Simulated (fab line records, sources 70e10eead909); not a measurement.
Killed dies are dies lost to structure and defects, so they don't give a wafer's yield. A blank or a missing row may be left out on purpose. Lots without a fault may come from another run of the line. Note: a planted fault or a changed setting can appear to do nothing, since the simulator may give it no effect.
Chamber matching / flow nandHarc / NHARC_A_BONDPAD_CMP_29 on cmp-03: 4 sister chambers
The step polishes SiCN, target thk 200 nm. 20 wafers are shown with their chamber, then 10 later ones without.

## EACH WAFER AND ITS CHAMBER
wafer=L076.1; chamber=3; motorCurrentA (A)=13.0; slurryFlowMlMin=150.3; edgeZonePressureFrac=1.002
wafer=L076.2; chamber=2; motorCurrentA (A)=12.4; slurryFlowMlMin=149.5; edgeZonePressureFrac=0.988
wafer=L076.5; chamber=2; motorCurrentA (A)=12.4; slurryFlowMlMin=149.4; edgeZonePressureFrac=0.994
wafer=L079.1; chamber=0; motorCurrentA (A)=12.7; slurryFlowMlMin=150.4; edgeZonePressureFrac=1.002
wafer=L079.2; chamber=1; motorCurrentA (A)=9.6; slurryFlowMlMin=149.7; edgeZonePressureFrac=1.002
wafer=L079.5; chamber=2; motorCurrentA (A)=12.0; slurryFlowMlMin=150.4; edgeZonePressureFrac=0.995
wafer=L081.1; chamber=0; motorCurrentA (A)=13.5; slurryFlowMlMin=149.8; edgeZonePressureFrac=1.007
wafer=L081.3; chamber=2; motorCurrentA (A)=12.2; slurryFlowMlMin=149.9; edgeZonePressureFrac=1.001
wafer=L081.6; chamber=1; motorCurrentA (A)=10.4; slurryFlowMlMin=150.4; edgeZonePressureFrac=1.001
wafer=L083.1; chamber=1; motorCurrentA (A)=9.7; slurryFlowMlMin=150.3; edgeZonePressureFrac=1.002
wafer=L083.2; chamber=2; motorCurrentA (A)=12.2; slurryFlowMlMin=150.4; edgeZonePressureFrac=1.003
wafer=L083.5; chamber=3; motorCurrentA (A)=13.6; slurryFlowMlMin=150.1; edgeZonePressureFrac=0.998
wafer=L086.2; chamber=0; motorCurrentA (A)=14.1; slurryFlowMlMin=151.0; edgeZonePressureFrac=1.002
wafer=L086.3; chamber=1; motorCurrentA (A)=9.9; slurryFlowMlMin=150.4; edgeZonePressureFrac=0.992
wafer=L086.6; chamber=1; motorCurrentA (A)=9.8; slurryFlowMlMin=149.2; edgeZonePressureFrac=1.001
wafer=L089.1; chamber=0; motorCurrentA (A)=12.9; slurryFlowMlMin=148.8; edgeZonePressureFrac=0.994
wafer=L089.3; chamber=2; motorCurrentA (A)=12.0; slurryFlowMlMin=150.5; edgeZonePressureFrac=1.003
wafer=L089.4; chamber=1; motorCurrentA (A)=9.7; slurryFlowMlMin=150.1; edgeZonePressureFrac=1.005
wafer=L090.2; chamber=1; motorCurrentA (A)=9.9; slurryFlowMlMin=149.0; edgeZonePressureFrac=0.997
wafer=L090.3; chamber=2; motorCurrentA (A)=12.2; slurryFlowMlMin=151.2; edgeZonePressureFrac=1.006

SIGNATURES (averages over the wafers above)
reading=motorCurrentA; chamber 0=13.300; chamber 1=9.857; chamber 2=12.200; chamber 3=13.300; scatter within a chamber=0.35
reading=slurryFlowMlMin; chamber 0=150.000; chamber 1=149.871; chamber 2=150.186; chamber 3=150.200; scatter within a chamber=0.665
reading=edgeZonePressureFrac; chamber 0=1.00125; chamber 1=1.00000; chamber 2=0.99857; chamber 3=1.00000; scatter within a chamber=0.00529
Rule: for a wafer and a chamber, the distance is found by dividing, reading by reading, the gap between the wafer's reading and the chamber's mean by the reading's scatter, squaring, summing and taking the root. If the next closest chamber is less than 2 further off than the closest, the wafer can't be placed; otherwise it belongs to the closest. The scatter: the root of (the sum of the squares of (reading less its chamber's mean) over the shown wafers, divided by (wafers less chambers)).

## WAFERS WHOSE CHAMBER IS MISSING
wafer=L090.6; motorCurrentA (A)=13.2; slurryFlowMlMin=149.8; edgeZonePressureFrac=0.998
wafer=L093.2; motorCurrentA (A)=12.0; slurryFlowMlMin=149.8; edgeZonePressureFrac=0.990
wafer=L093.3; motorCurrentA (A)=13.5; slurryFlowMlMin=150.1; edgeZonePressureFrac=1.000
wafer=L093.5; motorCurrentA (A)=13.3; slurryFlowMlMin=149.7; edgeZonePressureFrac=0.998
wafer=L096.1; motorCurrentA (A)=11.9; slurryFlowMlMin=149.3; edgeZonePressureFrac=0.994
wafer=L096.3; motorCurrentA (A)=13.1; slurryFlowMlMin=149.9; edgeZonePressureFrac=1.000
wafer=L096.4; motorCurrentA (A)=10.3; slurryFlowMlMin=148.3; edgeZonePressureFrac=1.001
wafer=L097.2; motorCurrentA (A)=13.1; slurryFlowMlMin=150.5; edgeZonePressureFrac=1.012
wafer=L097.4; motorCurrentA (A)=13.5; slurryFlowMlMin=149.7; edgeZonePressureFrac=1.003
wafer=L097.5; motorCurrentA (A)=10.2; slurryFlowMlMin=150.7; edgeZonePressureFrac=1.002

## CHAMBER TAKEN BY EACH
wafer=L090.6; from the rows above=can't be placed: 0 or 3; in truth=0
wafer=L093.2; from the rows above=2; in truth=2
wafer=L093.3; from the rows above=can't be placed: 3 or 0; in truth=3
wafer=L093.5; from the rows above=can't be placed: 0 or 3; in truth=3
wafer=L096.1; from the rows above=2; in truth=2
wafer=L096.3; from the rows above=can't be placed: 0 or 3 or 2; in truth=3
wafer=L096.4; from the rows above=1; in truth=1
wafer=L097.2; from the rows above=can't be placed: 0 or 3 or 2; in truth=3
wafer=L097.4; from the rows above=can't be placed: 0 or 3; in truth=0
wafer=L097.5; from the rows above=1; in truth=1
Correctly placed: 4 of 10. Can't be placed from these rows: 6 (the true chamber is among the candidates in 6). Placed wrongly: 0.
